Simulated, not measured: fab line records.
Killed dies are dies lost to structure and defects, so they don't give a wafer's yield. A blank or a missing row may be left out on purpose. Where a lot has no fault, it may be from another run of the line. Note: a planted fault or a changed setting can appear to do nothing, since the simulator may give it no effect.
The tool behind it: which one? | flow n5Finfet | 72 wafers from 24 lots sampled at 6 of the route's 1938 steps

## WHAT THE GAUGES SHOWED, per wafer
The record lacks any reading of a measuring or inspecting step that a usual standard deviation could be used to judge.

## EACH LOT AND THE TOOL THAT RAN IT (in order: tool; ch and the chambers of the sampled wafers; start)
lot  | N5_BEOL_M2_STRIP_66               | N5_BEOL_M2_STRIP_36               | N5_BEOL_M2_PRE_CLEAN_45     | N5_BEOL_M2_ANNEAL_89        | N5_BEOL_M2_ANNEAL_93        | N5_BEOL_M3_HM_DEP_02
L074 | rieDiel-01 ch 1,2,3, day 6 11:35  | rieDiel-01 ch 0,1,2, day 7 02:34  | pvdSputter-01, day 7 03:00  | pvdSputter-02, day 7 04:32  | pvdSputter-02, day 7 04:59  | pvdSputter-01, day 7 07:50
L075 | rieDiel-05 ch 2,3, day 6 23:38    | rieDiel-03 ch 0,1,2, day 7 02:37  | pvdSputter-03, day 7 03:08  | pvdSputter-01, day 7 04:40  | pvdSputter-01, day 7 05:07  | pvdSputter-01, day 7 08:01
L077 | rieDiel-01 ch 1,2,3, day 7 06:26  | rieDiel-01 ch 0,2,3, day 7 08:15  | pvdSputter-01, day 7 08:49  | pvdSputter-03, day 7 10:24  | pvdSputter-03, day 7 10:50  | pvdSputter-03, day 7 14:25
L076 | rieDiel-03 ch 0,2,3, day 7 06:36  | rieDiel-01 ch 1,2,3, day 7 08:37  | pvdSputter-02, day 7 09:02  | pvdSputter-01, day 7 10:33  | pvdSputter-01, day 7 10:59  | pvdSputter-02, day 7 14:30
L078 | rieDiel-03 ch 0,1,2, day 7 12:53  | rieDiel-05 ch 0,2, day 7 14:26    | pvdSputter-02, day 7 14:52  | pvdSputter-02, day 7 16:27  | pvdSputter-02, day 7 16:53  | pvdSputter-01, day 7 19:28
L079 | rieDiel-03 ch 0,1, day 7 18:24    | rieDiel-01 ch 1,2, day 7 20:16    | pvdSputter-03, day 7 21:03  | pvdSputter-03, day 7 22:34  | pvdSputter-03, day 7 23:01  | pvdSputter-01, day 8 01:57
L081 | rieDiel-05 ch 1,2,3, day 8 06:36  | rieDiel-03 ch 1,2, day 8 07:51    | pvdSputter-02, day 8 08:34  | pvdSputter-02, day 8 10:16  | pvdSputter-02, day 8 10:43  | pvdSputter-03, day 8 12:51
L080 | rieDiel-01 ch 1,2, day 8 06:43    | rieDiel-01 ch 0,2,3, day 8 07:55  | pvdSputter-02, day 8 08:39  | pvdSputter-01, day 8 10:40  | pvdSputter-01, day 8 11:06  | pvdSputter-01, day 8 15:26
L082 | rieDiel-05 ch 0,2,3, day 8 09:03  | rieDiel-03 ch 0,1,3, day 8 18:52  | pvdSputter-01, day 8 19:44  | pvdSputter-02, day 8 22:20  | pvdSputter-02, day 8 22:47  | pvdSputter-02, day 9 00:35
L083 | rieDiel-01 ch 0,1, day 8 17:22    | rieDiel-01 ch 0,2, day 8 23:15    | pvdSputter-01, day 9 00:07  | pvdSputter-01, day 9 01:45  | pvdSputter-01, day 9 02:11  | pvdSputter-02, day 9 06:16
L084 | rieDiel-05 ch 2,3, day 9 03:50    | rieDiel-05 ch 1,2, day 9 07:44    | pvdSputter-03, day 9 10:15  | pvdSputter-03, day 9 11:58  | pvdSputter-03, day 9 12:25  | pvdSputter-03, day 9 14:16
L085 | rieDiel-03 ch 1,2,3, day 9 07:06  | rieDiel-03 ch 1,2,3, day 9 13:13  | pvdSputter-03, day 9 13:57  | pvdSputter-02, day 9 15:49  | pvdSputter-02, day 9 16:16  | pvdSputter-03, day 9 19:31
L087 | rieDiel-05 ch 1,2,3, day 10 02:37 | rieDiel-01 ch 1,2, day 10 04:30   | pvdSputter-02, day 10 04:56 | pvdSputter-02, day 10 06:45 | pvdSputter-02, day 10 07:11 | pvdSputter-02, day 10 09:26
L088 | rieDiel-05 ch 0,1,2, day 10 03:43 | rieDiel-01 ch 0,2,3, day 10 09:01 | pvdSputter-03, day 10 09:34 | pvdSputter-03, day 10 11:09 | pvdSputter-03, day 10 11:35 | pvdSputter-01, day 10 13:22
L086 | rieDiel-05 ch 0,1,3, day 10 03:59 | rieDiel-03 ch 1,3, day 10 09:11   | pvdSputter-02, day 10 09:53 | pvdSputter-02, day 10 11:35 | pvdSputter-02, day 10 12:02 | pvdSputter-01, day 10 13:44
L089 | rieDiel-05 ch 0,3, day 10 08:52   | rieDiel-01 ch 0,3, day 10 13:49   | pvdSputter-02, day 10 14:15 | pvdSputter-02, day 10 16:35 | pvdSputter-02, day 10 17:02 | pvdSputter-03, day 10 19:25
L090 | rieDiel-05 ch 0,1,2, day 10 09:50 | rieDiel-01 ch 1,2, day 10 15:19   | pvdSputter-03, day 10 16:02 | pvdSputter-03, day 10 17:59 | pvdSputter-03, day 10 18:26 | pvdSputter-03, day 10 22:21
L091 | rieDiel-05 ch 0,1,3, day 10 19:06 | rieDiel-01 ch 0,1,2, day 10 21:58 | pvdSputter-03, day 10 22:45 | pvdSputter-02, day 11 00:19 | pvdSputter-02, day 11 00:46 | pvdSputter-02, day 11 05:00
L092 | rieDiel-01 ch 0,1, day 11 02:17   | rieDiel-05 ch 2,3, day 11 06:29   | pvdSputter-01, day 11 07:17 | pvdSputter-03, day 11 08:46 | pvdSputter-03, day 11 09:13 | pvdSputter-03, day 11 10:55
L093 | rieDiel-01 ch 0,1,3, day 11 06:14 | rieDiel-03 ch 0,1,3, day 11 09:41 | pvdSputter-03, day 11 10:27 | pvdSputter-03, day 11 12:01 | pvdSputter-03, day 11 12:27 | pvdSputter-01, day 11 15:14
L094 | rieDiel-01 ch 1,3, day 11 15:43   | rieDiel-01 ch 0,1,3, day 12 02:20 | pvdSputter-01, day 12 03:49 | pvdSputter-01, day 12 05:43 | pvdSputter-01, day 12 06:10 | pvdSputter-01, day 12 08:24
L096 | rieDiel-01 ch 0,1, day 11 23:27   | rieDiel-03 ch 1,3, day 12 04:57   | pvdSputter-02, day 12 06:07 | pvdSputter-02, day 12 07:49 | pvdSputter-02, day 12 08:16 | pvdSputter-02, day 12 12:00
L095 | rieDiel-01 ch 1,2, day 12 03:38   | rieDiel-05 ch 0,1,3, day 12 08:07 | pvdSputter-03, day 12 08:43 | pvdSputter-02, day 12 10:38 | pvdSputter-02, day 12 11:05 | pvdSputter-03, day 12 13:05
L097 | rieDiel-05 ch 0,1,3, day 12 06:10 | rieDiel-03 ch 1,2,3, day 12 08:12 | pvdSputter-03, day 12 08:48 | pvdSputter-03, day 12 12:12 | pvdSputter-03, day 12 12:38 | pvdSputter-03, day 12 16:05
- N5_BEOL_M2_STRIP_66: strips in CF4.
- N5_BEOL_M2_STRIP_36: strips in N2/H2.
- N5_BEOL_M2_PRE_CLEAN_45: time 30 s.
- N5_BEOL_M2_ANNEAL_89: time 240 s.
- N5_BEOL_M2_ANNEAL_93: time 240 s.
- N5_BEOL_M3_HM_DEP_02: deposits TiN, target thk 20 nm.

## AS READ BY THE TOOLS THEMSELVES (means over the sampled wafers that have a number; for cases with no such wafer, the mark the record gives instead)
N5_BEOL_M2_STRIP_66.
lot  | tool       | biasPowerW (W) | drypumpMotorCurrentA (A) | oesProductAu (a.u.) | rfVppV (V) | showerheadPlenumPTorr (Torr) | throttleValvePct (%)
L074 | rieDiel-01 | 74.96          | 5.5                      | 0.83                | 270.6      | 1.78                         | 13.5
L075 | rieDiel-05 | 75.02          | 5.8                      | 0.72                | 271.5      | 1.80                         | 13.7
L077 | rieDiel-01 | 74.76          | 5.5                      | 0.81                | 271.7      | 1.78                         | 13.5
L076 | rieDiel-03 | 74.96          | 5.7                      | 0.79                | 271.0      | 1.78                         | 13.5
L078 | rieDiel-03 | 75.14          | 6.0                      | 0.83                | 270.7      | 1.75                         | 13.5
L079 | rieDiel-03 | 75.15          | 5.9                      | 0.75                | 269.1      | 1.73                         | 13.5
L081 | rieDiel-05 | 74.74          | 5.8                      | 0.72                | 272.1      | 1.80                         | 13.9
L080 | rieDiel-01 | 75.23          | 5.6                      | 0.81                | 270.9      | 1.80                         | 13.5
L082 | rieDiel-05 | 74.86          | 5.8                      | 0.74                | 272.5      | 1.83                         | 13.5
L083 | rieDiel-01 | 74.86          | 5.2                      | 0.83                | 271.5      | 1.78                         | 13.3
L084 | rieDiel-05 | 74.81          | 5.8                      | 0.71                | 271.5      | 1.79                         | 13.7
L085 | rieDiel-03 | 75.02          | 6.1                      | 0.85                | 270.1      | 1.80                         | 13.5
L087 | rieDiel-05 | 75.05          | 5.7                      | 0.70                | 271.2      | 1.80                         | 13.9
L088 | rieDiel-05 | 74.95          | 5.8                      | 0.73                | 272.3      | 1.83                         | 13.7
L086 | rieDiel-05 | 75.00          | 5.5                      | 0.74                | 271.8      | 1.81                         | 13.7
L089 | rieDiel-05 | 75.10          | 5.6                      | 0.74                | 271.6      | 1.81                         | 13.5
L090 | rieDiel-05 | 74.93          | 5.8                      | 0.73                | 272.3      | 1.83                         | 13.7
L091 | rieDiel-05 | 74.93          | 5.5                      | 0.73                | 272.3      | 1.81                         | 13.7
L092 | rieDiel-01 | 75.08          | 5.4                      | 0.82                | 270.9      | 1.80                         | 13.3
L093 | rieDiel-01 | 74.95          | 5.3                      | 0.81                | 269.9      | 1.77                         | 13.4
L094 | rieDiel-01 | 74.92          | 5.4                      | 0.82                | 271.4      | 1.79                         | 13.3
L096 | rieDiel-01 | 74.99          | 5.4                      | 0.81                | 270.6      | 1.80                         | 13.3
L095 | rieDiel-01 | 74.92          | 5.7                      | 0.94                | 271.5      | 1.78                         | 13.4
L097 | rieDiel-05 | 74.98          | 5.5                      | 0.72                | 272.4      | 1.81                         | 13.7

N5_BEOL_M2_STRIP_36.
lot  | tool       | biasPowerW (W) | drypumpMotorCurrentA (A) | oesProductAu (a.u.) | rfVppV (V) | showerheadPlenumPTorr (Torr) | throttleValvePct (%)
L074 | rieDiel-01 | 7.001          | 5.5                      | 0.83                | 59.4       | 2.53                         | 23.6
L075 | rieDiel-03 | 6.989          | 6.1                      | 0.84                | 58.5       | 2.45                         | 23.5
L077 | rieDiel-01 | 7.001          | 5.4                      | 0.81                | 59.4       | 2.49                         | 23.6
L076 | rieDiel-01 | 7.013          | 5.5                      | 0.84                | 60.6       | 2.53                         | 23.7
L078 | rieDiel-05 | 6.984          | 5.8                      | 0.79                | 60.5       | 2.66                         | 23.4
L079 | rieDiel-01 | 7.016          | 5.7                      | 0.78                | 60.0       | 2.54                         | 24.1
L081 | rieDiel-03 | 7.004          | 6.2                      | 0.90                | 58.4       | 2.47                         | 23.5
L080 | rieDiel-01 | 6.986          | 5.3                      | 0.79                | 59.2       | 2.49                         | 23.7
L082 | rieDiel-03 | 6.984          | 6.0                      | 0.81                | 59.1       | 2.51                         | 23.6
L083 | rieDiel-01 | 7.033          | 5.6                      | 0.74                | 59.7       | 2.50                         | 24.0
L084 | rieDiel-05 | 7.000          | 6.0                      | 0.70                | 59.2       | 2.58                         | 23.9
L085 | rieDiel-03 | 7.003          | 6.1                      | 0.86                | 59.3       | 2.54                         | 23.6
L087 | rieDiel-01 | 6.998          | 5.7                      | 0.83                | 60.0       | 2.56                         | 23.7
L088 | rieDiel-01 | 7.000          | 5.4                      | 0.77                | 58.6       | 2.48                         | 23.7
L086 | rieDiel-03 | 7.013          | 6.4                      | 0.86                | 59.0       | 2.54                         | 23.6
L089 | rieDiel-01 | 7.007          | 5.2                      | 0.83                | 61.3       | 2.46                         | 23.4
L090 | rieDiel-01 | 6.983          | 5.7                      | 0.75                | 59.1       | 2.53                         | 24.1
L091 | rieDiel-01 | 6.974          | 5.5                      | 0.80                | 60.1       | 2.52                         | 23.7
L092 | rieDiel-05 | 7.010          | 5.8                      | 0.69                | 58.9       | 2.55                         | 23.9
L093 | rieDiel-03 | 7.006          | 5.9                      | 0.88                | 58.0       | 2.61                         | 23.6
L094 | rieDiel-01 | 7.002          | 5.3                      | 0.83                | 58.3       | 2.49                         | 23.4
L096 | rieDiel-03 | 7.012          | 6.4                      | 0.84                | 61.4       | 2.53                         | 23.6
L095 | rieDiel-05 | 7.019          | 5.6                      | 0.73                | 57.9       | 2.55                         | 23.6
L097 | rieDiel-03 | 6.983          | 6.1                      | 0.83                | 59.2       | 2.53                         | 23.6

N5_BEOL_M2_PRE_CLEAN_45.
lot  | tool          | heaterPowerW (W)
L074 | pvdSputter-01 | 352
L075 | pvdSputter-03 | 342
L077 | pvdSputter-01 | 335
L076 | pvdSputter-02 | 362
L078 | pvdSputter-02 | 368
L079 | pvdSputter-03 | 375
L081 | pvdSputter-02 | 367
L080 | pvdSputter-02 | 360
L082 | pvdSputter-01 | 332
L083 | pvdSputter-01 | 321
L084 | pvdSputter-03 | 329
L085 | pvdSputter-03 | 338
L087 | pvdSputter-02 | 354
L088 | pvdSputter-03 | 364
L086 | pvdSputter-02 | 358
L089 | pvdSputter-02 | 375
L090 | pvdSputter-03 | 338
L091 | pvdSputter-03 | 337
L092 | pvdSputter-01 | 317
L093 | pvdSputter-03 | 340
L094 | pvdSputter-01 | 354
L096 | pvdSputter-02 | 362
L095 | pvdSputter-03 | 355
L097 | pvdSputter-03 | 378

N5_BEOL_M2_ANNEAL_89.
lot  | tool          | heaterPowerW (W)
L074 | pvdSputter-02 | 923
L075 | pvdSputter-01 | 800
L077 | pvdSputter-03 | 886
L076 | pvdSputter-01 | 822
L078 | pvdSputter-02 | 912
L079 | pvdSputter-03 | 870
L081 | pvdSputter-02 | 932
L080 | pvdSputter-01 | 916
L082 | pvdSputter-02 | 910
L083 | pvdSputter-01 | 826
L084 | pvdSputter-03 | 888
L085 | pvdSputter-02 | 918
L087 | pvdSputter-02 | 944
L088 | pvdSputter-03 | 904
L086 | pvdSputter-02 | 903
L089 | pvdSputter-02 | 909
L090 | pvdSputter-03 | 860
L091 | pvdSputter-02 | 902
L092 | pvdSputter-03 | 887
L093 | pvdSputter-03 | 852
L094 | pvdSputter-01 | 834
L096 | pvdSputter-02 | 942
L095 | pvdSputter-02 | 940
L097 | pvdSputter-03 | 881

N5_BEOL_M2_ANNEAL_93.
lot  | tool          | heaterPowerW (W)
L074 | pvdSputter-02 | 907
L075 | pvdSputter-01 | 785
L077 | pvdSputter-03 | 882
L076 | pvdSputter-01 | 821
L078 | pvdSputter-02 | 930
L079 | pvdSputter-03 | 899
L081 | pvdSputter-02 | 943
L080 | pvdSputter-01 | 923
L082 | pvdSputter-02 | 895
L083 | pvdSputter-01 | 829
L084 | pvdSputter-03 | 872
L085 | pvdSputter-02 | 903
L087 | pvdSputter-02 | 931
L088 | pvdSputter-03 | 894
L086 | pvdSputter-02 | 914
L089 | pvdSputter-02 | 897
L090 | pvdSputter-03 | 860
L091 | pvdSputter-02 | 892
L092 | pvdSputter-03 | 905
L093 | pvdSputter-03 | 849
L094 | pvdSputter-01 | 834
L096 | pvdSputter-02 | 925
L095 | pvdSputter-02 | 927
L097 | pvdSputter-03 | 882

N5_BEOL_M3_HM_DEP_02.
lot  | tool          | throttleValvePct (%)
L074 | pvdSputter-01 | 29.3
L075 | pvdSputter-01 | 29.1
L077 | pvdSputter-03 | 30.2
L076 | pvdSputter-02 | 29.8
L078 | pvdSputter-01 | 29.6
L079 | pvdSputter-01 | 29.4
L081 | pvdSputter-03 | 30.2
L080 | pvdSputter-01 | 29.7
L082 | pvdSputter-02 | 31.2
L083 | pvdSputter-02 | 30.1
L084 | pvdSputter-03 | 31.2
L085 | pvdSputter-03 | 31.2
L087 | pvdSputter-02 | 29.8
L088 | pvdSputter-01 | 28.9
L086 | pvdSputter-01 | 29.8
L089 | pvdSputter-03 | 30.3
L090 | pvdSputter-03 | 31.6
L091 | pvdSputter-02 | 29.3
L092 | pvdSputter-03 | 30.3
L093 | pvdSputter-01 | 29.4
L094 | pvdSputter-01 | 29.4
L096 | pvdSputter-02 | 29.0
L095 | pvdSputter-03 | 30.2
L097 | pvdSputter-03 | 30.3

## THE ANSWER, worked out from the rows above alone
Rule: the usual values come from the lots themselves. The widest of any qualifying gaps counts: lots, ordered by their means at a reading, are off when they make up no more than a third of the lots, leave a main group of 4 or more, and stand apart from it by 3 or more times the standard deviation of that group's means. If all means in a main group match to the digits the tables above print for the reading, that group is not used. A lot without any number at a reading at which 4 lots or more have one is off too. The other lots that the step has rows for count as sound. Order of review: gauges by route order, followed by the tools' own readings, for which a lot's mean as printed above is used. The first step at which some lot is off is used, and at that step the reading that is off furthest; a lot without a number counts as furthest.
No lot is off at any reading shown: from this, nothing can be told.

## WHAT THE SIMULATOR PUT IN
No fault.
